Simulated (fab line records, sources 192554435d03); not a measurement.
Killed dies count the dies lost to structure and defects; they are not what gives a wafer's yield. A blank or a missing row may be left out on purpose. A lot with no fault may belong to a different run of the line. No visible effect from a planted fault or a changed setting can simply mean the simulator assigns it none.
Which tool did it? | flow n5 finfet | 11 lots, 33 wafers sampled, at 4 steps of a route of 1938

## WHAT THE GAUGES SHOWED, per wafer
No reading from a measuring or inspecting step in the record can be judged against a usual standard deviation.

## WHAT TOOL EACH LOT RAN ON (gives the tool, then ch and the chambers of the sampled wafers, and finally the start)
lot  | N5_BEOL_M5_ETCH_68                 | N5_BEOL_M5_SURFACE_TREAT_87  | N5_BEOL_M5_ANNEAL_49         | N5_BEOL_M5_SPUTTER_81
L903 | rie diel-05 ch 0,1,3, day 7 18:10  | pvd sputter-03, day 7 20:20  | pvd sputter-03, day 7 20:39  | pvd sputter-03, day 7 21:40
L905 | rie diel-02 ch 0,2,3, day 8 10:14  | pvd sputter-03, day 8 12:03  | pvd sputter-03, day 8 12:27  | pvd sputter-03, day 8 13:28
L906 | rie diel-05 ch 1,2, day 8 19:31    | pvd sputter-02, day 8 20:56  | pvd sputter-02, day 8 21:15  | pvd sputter-02, day 8 22:15
L909 | rie diel-02 ch 0,1,2, day 9 14:09  | pvd sputter-02, day 9 15:37  | pvd sputter-01, day 9 15:58  | pvd sputter-01, day 9 16:58
L911 | rie diel-06 ch 0,1,3, day 9 20:31  | pvd sputter-03, day 9 23:22  | pvd sputter-01, day 9 23:41  | pvd sputter-01, day 10 00:42
L916 | rie diel-05 ch 1,3, day 11 09:17   | pvd sputter-02, day 11 10:58 | pvd sputter-01, day 11 11:23 | pvd sputter-01, day 11 12:24
L917 | rie diel-06 ch 0,3, day 11 16:11   | pvd sputter-03, day 11 17:37 | pvd sputter-02, day 11 18:05 | pvd sputter-02, day 11 19:06
L920 | rie diel-05 ch 0,1,3, day 12 01:04 | pvd sputter-02, day 12 02:26 | pvd sputter-03, day 12 02:50 | pvd sputter-03, day 12 03:51
L924 | rie diel-02 ch 0,2,3, day 13 11:06 | pvd sputter-01, day 13 12:28 | pvd sputter-03, day 13 12:46 | pvd sputter-03, day 13 13:46
L926 | rie diel-02 ch 1,2,3, day 13 18:21 | pvd sputter-01, day 13 20:08 | pvd sputter-01, day 13 20:29 | pvd sputter-01, day 13 21:29
L925 | rie diel-02 ch 2,3, day 13 19:25   | pvd sputter-02, day 13 21:01 | pvd sputter-02, day 13 21:26 | pvd sputter-02, day 13 22:26
- N5_BEOL_M5_ETCH_68: etches SOC in N2/H2, target depth 80 nm, overetch 16 nm, time 120 s.
- N5_BEOL_M5_SURFACE_TREAT_87
- N5_BEOL_M5_ANNEAL_49: time 1800 s.
- N5_BEOL_M5_SPUTTER_81: material Cu, target thk 15 nm, time 27.62 s.

## WHAT THE TOOLS THEMSELVES READ (means of the sampled wafers that have a number; where no wafer has one, the mark that the record gives instead)
N5_BEOL_M5_ETCH_68. Usual: chamber pressure mTorr 29.999 mTorr, standard deviation 0.026; drypump motor current A 5.5 A, standard deviation 0.4; oes product au 0.61 a.u., standard deviation 0.051; rf vpp V 524.4 V, standard deviation 2.7; showerhead plenum p Torr 2.57 Torr, standard deviation 0.1; throttle valve pct 17.77 %, standard deviation 0.22.
lot  | tool        | chamber pressure mTorr (mTorr) | drypump motor current A (A) | oes product au (a.u.) | rf vpp V (V) | showerhead plenum p Torr (Torr) | throttle valve pct (%) | flag
L903 | rie diel-05 | 30.005                         | 5.7                         | 0.67                  | 525.1        | 2.60                            | 17.87                  |
L905 | rie diel-02 | 30.016                         | 5.5                         | 0.57                  | 525.0        | 2.56                            | 17.85                  |
L906 | rie diel-05 | 29.997                         | 5.6                         | 0.67                  | 526.2        | 2.64                            | 17.93                  |
L909 | rie diel-02 | 29.998                         | 5.6                         | 0.57                  | 521.6        | 2.48                            | 17.67                  |
L911 | rie diel-06 | 29.996                         | 5.4                         | 0.61                  | 522.6        | 2.47                            | 17.56                  |
L916 | rie diel-05 | 30.007                         | 5.6                         | 0.65                  | 523.2        | 2.60                            | 18.04                  |
L917 | rie diel-06 | 30.022                         | 5.7                         | 0.65                  | 522.0        | 2.50                            | 17.50                  |
L920 | rie diel-05 | 30.024                         | 5.7                         | 0.64                  | 524.5        | 2.59                            | 17.93                  |
L924 | rie diel-02 | 30.002                         | 5.5                         | 0.55                  | 524.0        | 2.55                            | 17.93                  |
L926 | rie diel-02 | 29.965                         | 5.8                         | 0.55                  | 523.5        | 2.52                            | 17.86                  |
L925 | rie diel-02 | 29.996                         | 5.8                         | 0.54                  | 524.0        | 2.54                            | 18.00                  |

N5_BEOL_M5_ANNEAL_49. Usual: 816 W for heater power w, sd 100.
lot  | tool           | heater power w (W) | flag
L903 | pvd sputter-03 | 880                |
L905 | pvd sputter-03 | 876                |
L906 | pvd sputter-02 | 816                |
L909 | pvd sputter-01 | 841                |
L911 | pvd sputter-01 | 774                |
L916 | pvd sputter-01 | 774                |
L917 | pvd sputter-02 | 725                |
L920 | pvd sputter-03 | 1000               |
L924 | pvd sputter-03 | 890                |
L926 | pvd sputter-01 | 792                |
L925 | pvd sputter-02 | 826                |

N5_BEOL_M5_SPUTTER_81. Usual: chamber pressure pa 0.07 Pa, standard deviation 0.00013; throttle valve pct 29.7 %, standard deviation 0.97.
lot  | tool           | chamber pressure pa (Pa) | throttle valve pct (%) | flag
L903 | pvd sputter-03 | 0.07                     | 28.9                   |
L905 | pvd sputter-03 | 0.07                     | 29.2                   |
L906 | pvd sputter-02 | 0.07                     | 29.7                   |
L909 | pvd sputter-01 | 0.07                     | 29.6                   |
L911 | pvd sputter-01 | 0.07                     | 30.0                   |
L916 | pvd sputter-01 | 0.07                     | 30.5                   |
L917 | pvd sputter-02 | 0.07                     | 29.2                   |
L920 | pvd sputter-03 | 0.07                     | 28.4                   |
L924 | pvd sputter-03 | 0.07                     | 29.0                   |
L926 | pvd sputter-01 | 0.07                     | 30.5                   |
L925 | pvd sputter-02 | 0.07                     | 29.1                   |

## THE ANSWER, worked out from the rows above alone
Rule: take the mean of a lot's wafers that have a number; if it is more than 3 standard deviations from the usual mean, the lot is off. A lot without any number at a reading at which 4 lots or more have one is off too. All remaining lots with rows at the step are treated as sound. The gauges are gone through in route order, then the tools' own readings, and for those a lot's mean is taken as printed above. The first step at which some lot is off is used, and at that step the reading that is off furthest; a lot without a number counts as furthest.
No lot is off at any reading shown: from this, nothing can be told.

## WHAT THE SIMULATOR HAD INSERTED
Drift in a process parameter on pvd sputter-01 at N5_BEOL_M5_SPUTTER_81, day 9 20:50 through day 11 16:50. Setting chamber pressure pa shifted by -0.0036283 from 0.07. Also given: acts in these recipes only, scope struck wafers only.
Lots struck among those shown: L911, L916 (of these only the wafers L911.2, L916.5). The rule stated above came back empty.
